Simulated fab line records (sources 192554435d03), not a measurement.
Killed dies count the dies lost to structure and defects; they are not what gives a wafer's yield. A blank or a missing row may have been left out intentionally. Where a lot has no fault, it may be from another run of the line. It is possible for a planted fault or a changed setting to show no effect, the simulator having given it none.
The same fault as seen by 2 desks || flow n5-finfet || numbers are kept per desk, each desk with only its own; the story behind them comes last

== THE METROLOGY DESK ==
Means of the sampled wafers that have a number, per lot and without regard to the tool the lot ran on: this is what the gauges read. A lot is out of limits, marked OUT, if its mean lies more than 4 standard deviations from the usual mean; the brackets give that distance. Readings shown: 7 of its 11, picked as those furthest out on some lot.
Columns: A = cd-nm at N5_BEOL_M0_SAQP_CD_MEAS_25, usual 12.78 nm; B = DIBL_N at N5_BEOL_M4_RC_MEAS_101, usual 35.9 mV/V; C = IOFF_N at N5_BEOL_M4_RC_MEAS_101, usual 0.16 nA/um; D = IOFF_P at N5_BEOL_M4_RC_MEAS_101, usual 0.22 nA/um; E = ION_N at N5_BEOL_M4_RC_MEAS_101, usual 676 uA/um; F = VT_N at N5_BEOL_M4_RC_MEAS_101, usual 250 mV; G = VT_P at N5_BEOL_M4_RC_MEAS_101, usual -250 mV
{"lot": "L298", "first seen here": "day 5 16:08", "A": 12.61, "B": 35.7, "C": 0.14, "D": 0.24, "E": 671, "F": 252, "G": -244}
{"lot": "L301", "first seen here": "day 6 03:56", "A": 12.71, "B": 33.5, "C": 0.12, "D": 0.17, "E": 662, "F": 255, "G": -250}
{"lot": "L306", "first seen here": "day 7 13:11", "A": 12.82, "B": 34.2, "C": 0.14, "D": 0.20, "E": 671, "F": 252, "G": -251}
{"lot": "L309", "first seen here": "day 8 11:20", "A": 12.92, "B": 38.0, "C": 0.20, "D": 0.25, "E": 690, "F": 247, "G": -250}
{"lot": "L317", "first seen here": "day 10 12:14", "A": 12.51, "B": 36.8, "C": 0.16, "D": 0.25, "E": 672, "F": 251, "G": -249}
{"lot": "L319", "first seen here": "day 11 06:26", "A": 12.93, "B": 36.2, "C": 0.18, "D": 0.23, "E": 682, "F": 247, "G": -249}
Result from this desk: across the 6 lots, nothing is out of limits.

== FOR THE TOOL OWNER'S DESK: rie-si-06 ==
The tool's own readings at N5_BEOL_M0_SAQP_ETCH_102 (etches SiO2 in CF4, target depth 4 nm, time 4.4 s): means of the sampled wafers that have a number, for each lot that ran on this tool. A lot is out of limits, marked OUT, if its mean lies more than 4 standard deviations from the usual mean; the brackets give that distance.
Columns: A = drypump-motor-current-A at N5_BEOL_M0_SAQP_ETCH_102, usual 5.8 A; B = oes-product-au at N5_BEOL_M0_SAQP_ETCH_102, usual 1.008 a.u.; C = throttle-valve-pct at N5_BEOL_M0_SAQP_ETCH_102, usual 21.70 %
{"lot": "L298", "first seen here": "day 5 16:16", "A": 5.8, "B": 1.008, "C": 21.71}
{"lot": "L306", "first seen here": "day 7 13:29", "A": 6.1, "B": "1.229 (+11) OUT", "C": 21.66}
{"lot": "L309", "first seen here": "day 8 11:29", "A": 6.2, "B": "1.360 (+18) OUT", "C": 21.73}
This desk's finding: out of limits on L306, L309; first on L306, day 7 13:29 (oes-product-au at N5_BEOL_M0_SAQP_ETCH_102). L298: within limits.

== TAKEN TOGETHER ==
The tool owner's desk had the chance to raise an alarm at day 7 13:29 on L306, L309.
From the metrology desk's view, nothing was out of limits.
The metrology desk holds a record of L306, L309, inside its limits.
The lots listed all ran N5_BEOL_M0_SAQP_ETCH_102 on rie-si-06.

== WHAT HAD BEEN PUT IN BY THE SIMULATOR ==
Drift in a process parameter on rie-si-06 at N5_BEOL_M0_SAQP_ETCH_102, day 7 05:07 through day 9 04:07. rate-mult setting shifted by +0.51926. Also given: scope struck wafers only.
Struck lots among those shown: L306, L309.
Each desk's first reading out of limits, in hours after the fault started: the tool owner's desk, 8.
